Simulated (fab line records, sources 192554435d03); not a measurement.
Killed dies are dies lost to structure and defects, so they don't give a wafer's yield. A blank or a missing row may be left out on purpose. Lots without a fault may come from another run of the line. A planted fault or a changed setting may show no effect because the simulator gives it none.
A struck lot beside a sound one | flow n5_finfet | 14 steps out of a route of 1938
Sound: wafers L859.2, L859.3, L859.5. Struck: wafers L872.2, L872.5. (L872.1 of the same lot was not struck and is left out.) The cause comes at the end.
At each step with rows: each side's tool, then ch and its chambers, then its first start. Under that, the readings that differ: sound wafers | struck wafers | difference of the means | sigmas: that difference in standard deviations of wafers without a fault.
alike: readings whose means differ by less than 2 such deviations, and words and numbers that are the same on both sides. not compared: withheld readings, readings that some wafer has no value for, bounds like >300 that may hide the same value, and numbers for which the record gives no deviation and whose values overlap.
The two part at a step that has a row with sigmas, a row that says differs or no value, or rows on one side only. Numbers that don't overlap but have no deviation are shown without sigmas and don't part them. A reading that every wafer of one side lacks parts them only if that side has two wafers or more.

first, 1 step without rows for these wafers: N5_BEOL_M7_CURE_75 (cures SiCOH lowk, time 120 s).
N5_BEOL_M7_DEGAS_44: time 60 s.
  sound on pvd_sputter-01, day 9 18:46; struck on pvd_sputter-03, day 13 05:34
  alike: heater_power_w
then, 1 step without rows for these wafers: N5_BEOL_M7_PRE_CLEAN_45 (time 30 s).
N5_BEOL_M7_ALD_77: deposits TaN, target thk 2 nm, pulse time 2 s, purge time 3 s.
  sound on ald_metal-03 ch 0,1,3, day 9 18:52; struck on ald_metal-02 ch 1,3, day 13 05:41
  alike: chamber_pressure_Torr, heater_power_w
  not compared: since_wet_clean_h
then, 2 steps without rows for these wafers: N5_BEOL_M7_SURFACE_TREAT_79; N5_BEOL_M7_CVD_78 (deposits Co from CCTBA/H2, target thk 2 nm, time 142.3 s).
N5_BEOL_M7_SPUTTER_48: material Cu, target thk 10 nm, time 1.667 s.
  sound on pvd_sputter-02, day 9 19:29; struck on pvd_sputter-03, day 13 06:26
  alike: throttle_valve_pct
then, 1 step without rows for these wafers: N5_BEOL_M7_ECD_50 (material Cu, target thk 300 nm).
N5_BEOL_M7_ANNEAL_51: time 90 s.
  sound on rtp_anneal-02 ch 0, day 9 23:13; struck on rtp_anneal-01 ch 0, day 13 06:38
  alike: wafer_temp_C_max
N5_BEOL_M7_CMP_52: polishes, stops on SiCOH lowk, t overpolish 6.9 s, target thk 80 nm.
  sound on cmp-01 ch 0,3, day 9 23:29; struck on cmp-03 ch 0,1, day 13 06:58
  alike: barrier_field_endpoint_s, motor_current_A, overpolish_run_s, time_to_endpoint_s
  not compared: pad_life_wafers
N5_BEOL_M7_THK_MEAS_53: measures by xrf.
  sound on film_metro-01, day 9 23:46; struck on film_metro-01, day 13 07:14
  alike: M7_THK
then, 1 step without rows for these wafers: N5_BEOL_M7_PRE_CLEAN_55 (time 15 s).
N5_BEOL_M7_DEP_56: deposits SiCN from 3MS/NH3, target thk 10 nm, time 17.5 s.
  sound on pecvd-03 ch 1, day 9 23:51; struck on pecvd-03 ch 2, day 13 07:18
  reading                                  | sound    | struck    | difference | sigmas
  model.SiCN_of_BEOL_M7_DEP_56.thk_nm (nm) | 10 10 10 | 10.4 10.8 | +0.6       |
  alike: chamber_pressure_Torr, showerhead_plenum_p_Torr, throttle_valve_pct
  not compared: since_wet_clean_h
N5_BEOL_M7_RS_MEAS_57: measures by four-point-probe.
  sound on film_metro-01, day 9 23:56; struck on film_metro-01, day 13 07:23
  alike: M7_RS

WHERE THEY PART
Nowhere in this record.

WHY: what the simulator had put in
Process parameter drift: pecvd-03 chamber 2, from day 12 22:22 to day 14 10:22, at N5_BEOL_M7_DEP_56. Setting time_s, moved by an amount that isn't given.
